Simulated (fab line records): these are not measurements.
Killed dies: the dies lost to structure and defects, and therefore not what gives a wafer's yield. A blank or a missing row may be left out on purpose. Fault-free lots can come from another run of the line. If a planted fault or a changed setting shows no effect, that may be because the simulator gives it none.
Chamber matching | flow n5 finfet | N5_BEOL_M15_ILD_DEP_00 on pecvd-01 has 3 sister chambers
The step deposits SiO2 from TEOS/O2, target thk 1629.3 nm, time 346.1 s. 6 wafers are shown with their chamber, then 7 later ones without.

== WAFERS WITH THEIR CHAMBER ==
wafer  | chamber | throttle valve pct (%) | heater power w (W)
L956.4 | 2       | 17.9                   | 527
L957.6 | 0       | 17.9                   | 696
L959.2 | 0       | 18.2                   | 880
L959.3 | 2       | 17.7                   | 416
L960.3 | 1       | 19.6                   | 672
L960.5 | 1       | 19.3                   | 542

== WAFERS WITHOUT THEIR CHAMBER ==
wafer  | throttle valve pct (%) | heater power w (W)
L960.6 | 17.8                   | 535
L961.2 | 17.6                   | 427
L961.3 | 19.4                   | 559
L961.5 | 17.8                   | 495
L962.2 | 17.8                   | 553
L962.4 | 19.4                   | 542
L962.5 | 17.8                   | 416

== EACH ONE'S CHAMBER ==
wafer  | from the rows above     | in truth
L960.6 | 2                       | 2
L961.2 | 2                       | 2
L961.3 | 1                       | 1
L961.5 | 2                       | 2
L962.2 | can't be placed: 2 or 0 | 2
L962.4 | 1                       | 1
L962.5 | 2                       | 2
6 of 7 placed correctly. These rows do not allow placing 1 (true chamber among the candidates in 1). Number placed wrongly: 0.
How it was worked out, from the rows above alone: a wafer's distance from a chamber is the root of the sum, over the readings, of the square of ((its reading less the chamber's mean) divided by the reading's scatter). The wafer belongs to the nearest chamber; if the next one is less than 2 further off, it can't be placed. A chamber's mean is the mean of its shown wafers. The scatter: the root of (the sum of the squares of (reading less its chamber's mean) over the shown wafers, divided by (wafers less chambers)).
